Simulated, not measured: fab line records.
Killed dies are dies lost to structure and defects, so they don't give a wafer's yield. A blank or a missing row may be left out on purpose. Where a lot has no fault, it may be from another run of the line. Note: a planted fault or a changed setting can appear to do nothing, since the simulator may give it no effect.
What tool caused it?	flow nand harc	Sampling: 11 lots, 33 wafers, 7 of 1302 route steps

== WHAT THE GAUGES READ, wafer by wafer ==
NHARC_P_STI_OCD_MEAS_17. Usual: trench depth nm 302 nm, standard deviation 3.9; trench foot cd nm 156.5 nm, standard deviation 2.2.
lot	measured	on	trench depth nm (nm)	trench foot cd nm (nm)	flag
L567	day 3 17:52	ocd-01	297 302 302	160.6 157.5 156.8	
L569	day 4 12:22	ocd-02	301 301 303	157.1 154.9 152.8	
L570	day 4 22:46	ocd-01	304 295 303	160.5 159.0 159.7	
L574	day 6 14:41	ocd-01	299 302 307	157.0 152.4 153.9	
L577	day 7 19:11	ocd-02	311 307 298	156.7 157.9 157.1	
L578	day 8 06:13	ocd-01	300 309 305	158.1 156.8 156.8	
L579	day 8 16:37	ocd-02	301 305 301	150.3 155.5 157.6	
L581	day 9 13:07	ocd-01	306 307 302	154.4 155.2 155.4	
L582	day 9 21:53	ocd-01	299 302 306	158.3 157.4 155.4	
L583	day 10 09:10	ocd-01	301 307 300	156.8 156.2 154.7	
L587	day 12 00:58	ocd-02	303 296 302	155.0 157.4 155.5	

NHARC_P_GATE_INSPECT_28. Usual: raw defect count at 6, with a standard deviation of 3.4.
lot	measured	on	raw defect count	flag
L567	day 5 19:02	defect inspect-01	18 10 8	
L569	day 6 22:05	defect inspect-02	3 3 4	
L570	day 7 02:00	defect inspect-01	4 10 12	
L574	day 8 23:29	defect inspect-02	7 2 1	
L577	day 9 18:04	defect inspect-01	5 9 6	
L578	day 10 08:29	defect inspect-01	3 7 4	
L579	day 11 09:07	defect inspect-01	5 7 9	
L581	day 12 01:10	defect inspect-02	3 6 6	
L582	day 12 12:17	defect inspect-02	1478 1399 1421	OFF
L583	day 12 12:55	defect inspect-02	1442 1417 1426	OFF
L587	day 14 08:16	defect inspect-01	4 4 4	

NHARC_P_GATE_INSPECT_68. Usual: raw defect count at 193, with a standard deviation of 65.
lot	measured	on	raw defect count	flag
L567	day 6 13:25	defect inspect-02	136 198 115	
L569	day 7 16:21	defect inspect-01	190 246 192	
L570	day 7 20:11	defect inspect-02	121 189 183	
L574	day 9 17:38	defect inspect-02	229 192 137	
L577	day 10 12:54	defect inspect-02	200 151 146	
L578	day 11 03:53	defect inspect-01	206 216 200	
L579	day 12 05:44	defect inspect-02	140 218 177	
L581	day 12 19:23	defect inspect-02	186 282 338	
L582	day 13 06:41	defect inspect-01	1678 1553 1695	OFF
L583	day 13 07:23	defect inspect-02	1644 1513 1510	OFF
L587	day 15 03:14	defect inspect-01	202 235 98	

NHARC_END_SORT_01. Usual: killed at array 57, standard deviation 18; killed at other 0.8, standard deviation 1; killed at periphery 3.9, standard deviation 2.8; killed dies 62, standard deviation 18; killed open 3.4, standard deviation 1.8; killed short 2.2, standard deviation 1.6.
lot	measured	on	killed at array	killed at other	killed at periphery	killed dies	killed open	killed short	flag
L570	day 26 23:17	prober-02	87 88 76	0 0 0	6 10 12	93 98 88	7 3 3	3 1 1	
L574	day 29 04:01	prober-02	29 39 33	3 0 4	2 2 3	34 41 40	5 2 4	3 2 3	
L581	day 31 20:59	prober-01	74 67 68	2 2 0	2 1 6	78 70 74	5 5 7	0 2 2	
L582	day 32 04:54	prober-02	28 27 34	2 0 0	116 104 110	146 131 144	0 1 5	2 0 6	OFF
L583	day 32 04:56	prober-01	82 84 108	0 0 2	115 64 100	197 148 210	0 1 4	1 3 2	OFF

== TOOL THAT RAN EACH LOT (tool first, then ch and the chambers of the sampled wafers, then the start) ==
lot	NHARC_P_GATE_PRECLEAN_71	NHARC_P_GATE_STRIP_108	NHARC_P_GATE_ALD_36
L567	wet bench-06 ch 4,5,6, day 5 05:12	rie diel-12 ch 0,2, day 5 19:48	ald sin-02 ch 1,3, day 5 21:29
L569	wet bench-09 ch 2,3,4, day 6 04:54	rie diel-12 ch 1,2, day 6 22:46	ald sin-04 ch 1,2, day 6 23:28
L570	wet bench-09 ch 0,1,7, day 6 12:32	rie diel-06 ch 1,2, day 7 02:41	ald sin-02 ch 1,2,3, day 7 05:26
L574	wet bench-06 ch 3,6,7, day 8 09:31	rie diel-12 ch 0,1,2, day 9 00:10	ald sin-03 ch 1,2,3, day 9 01:50
L577	wet bench-09 ch 5,6,7, day 9 03:53	rie diel-05 ch 0,1,3, day 9 18:47	ald sin-03 ch 0,1, day 9 19:23
L578	wet bench-06 ch 1,2,7, day 9 17:20	rie diel-06 ch 0,2, day 10 09:16	ald sin-04 ch 0,3, day 10 10:58
L579	wet bench-09 ch 0,2,5, day 10 14:07	rie diel-06 ch 1,2,3, day 11 09:49	ald sin-02 ch 1,3, day 11 13:17
L581	wet bench-09 ch 2,3,4, day 11 08:56	rie diel-06 ch 0,1,2, day 12 01:52	ald sin-04 ch 0,1,2, day 12 02:29
L582	wet bench-06 ch 0,1,6, day 11 17:17	rie diel-05 ch 0,1,3, day 12 12:58	ald sin-03 ch 0,1,2, day 12 13:36
L583	wet bench-06 ch 3,4,5, day 11 22:11	rie diel-12 ch 0,2,3, day 12 13:37	ald sin-02 ch 0,1,2, day 12 15:18
L587	wet bench-09 ch 1,5,7, day 13 15:01	rie diel-06 ch 1,2, day 14 08:57	ald sin-04 ch 2,3, day 14 10:40
- NHARC_P_GATE_PRECLEAN_71: cleans in SC1.
- NHARC_P_GATE_STRIP_108: strips in O2.
- NHARC_P_GATE_ALD_36: deposits SiNx, target thk 20 nm, pulse time 60 s, ald cycles 223.

== AS READ BY THE TOOLS THEMSELVES (means over the sampled wafers that have a number; for cases with no such wafer, the mark the record gives instead) ==
NHARC_P_GATE_PRECLEAN_71. Usual: sc1 h2o2 end mol l at 0.3697, with a standard deviation of 0.00071.
lot	tool	sc1 h2o2 end mol l	flag
L567	wet bench-06	0.3695	
L569	wet bench-09	0.3696	
L570	wet bench-09	0.3695	
L574	wet bench-06	0.3701	
L577	wet bench-09	0.3694	
L578	wet bench-06	0.3684	
L579	wet bench-09	0.3696	
L581	wet bench-09	0.3700	
L582	wet bench-06	0.3697	
L583	wet bench-06	0.3693	
L587	wet bench-09	0.3695	

NHARC_P_GATE_STRIP_108. Usual: drypump motor current A 5.8 A, standard deviation 0.39; o2 flow sccm 499.9 sccm, standard deviation 1.5; oes product au 1.004 a.u., standard deviation 0.01; rf vpp V 57.9 V, standard deviation 0.82; showerhead plenum p Torr 3.56 Torr, standard deviation 0.15; throttle valve pct 17.037 %, standard deviation 0.0097.
lot	tool	drypump motor current A (A)	o2 flow sccm (sccm)	oes product au (a.u.)	rf vpp V (V)	showerhead plenum p Torr (Torr)	throttle valve pct (%)	flag
L567	rie diel-12	5.9	500.7	0.990	58.0	3.60	17.033	
L569	rie diel-12	5.8	500.5	1.001	57.7	3.51	17.033	
L570	rie diel-06	5.4	500.0	1.001	57.9	3.40	17.044	
L574	rie diel-12	5.9	498.7	1.004	57.6	3.56	17.035	
L577	rie diel-05	6.2	501.2	1.004	57.5	3.61	17.050	
L578	rie diel-06	5.5	501.4	1.003	57.5	3.51	17.028	
L579	rie diel-06	5.5	499.9	1.011	57.4	3.52	17.026	
L581	rie diel-06	5.4	499.4	0.999	57.5	3.49	17.040	
L582	rie diel-05	6.2	498.9	1.016	57.7	3.61	17.043	
L583	rie diel-12	6.1	499.7	1.008	58.3	3.59	17.039	
L587	rie diel-06	5.4	498.6	0.995	57.5	3.39	17.038	

NHARC_P_GATE_ALD_36. Usual: heater power w 891 W, standard deviation 96; precursor pulse height rel 1.001, standard deviation 0.021.
lot	tool	heater power w (W)	precursor pulse height rel	flag
L567	ald sin-02	914	0.998	
L569	ald sin-04	976	0.994	
L570	ald sin-02	857	0.972	
L574	ald sin-03	889	1.010	
L577	ald sin-03	761	0.985	
L578	ald sin-04	950	0.978	
L579	ald sin-02	828	0.991	
L581	ald sin-04	956	1.004	
L582	ald sin-03	838	0.991	
L583	ald sin-02	824	0.990	
L587	ald sin-04	988	0.998	

== THE ANSWER, worked out from the rows above alone ==
Rule: a lot is off if the mean of its wafers that have a number lies more than 3 standard deviations from the usual mean. Also off: a lot with no number at a reading for which 4 or more lots have one. The other lots that the step has rows for count as sound. The gauges are gone through in route order, then the tools' own readings, and for those a lot's mean is taken as printed above. At the first step where some lot is off, the reading lying furthest off is the one used; lots without a number count as furthest.
Off at NHARC_P_GATE_INSPECT_28 (raw defect count): L582, L583.
If a tool, at a process step before that reading, ran all the lots that are off and no sound lot after the first of them, it fits. Not tried: the gauges at NHARC_P_GATE_INSPECT_28; whatever is off there is also off at NHARC_END_SORT_01, on other tools, and gauge error can't account for it. One candidate fits, namely wet bench-06 at NHARC_P_GATE_PRECLEAN_71. A fault onset in the window from L578 (day 9 17:20, its last sound lot) to L582 (day 11 17:17, its first lot off) fits.

== WHAT THE SIMULATOR PUT IN ==
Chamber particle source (wet bench-06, NHARC_P_GATE_PRECLEAN_71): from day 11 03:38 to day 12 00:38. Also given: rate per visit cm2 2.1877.
Lots struck among those shown: L582, L583. The rule above found the same.
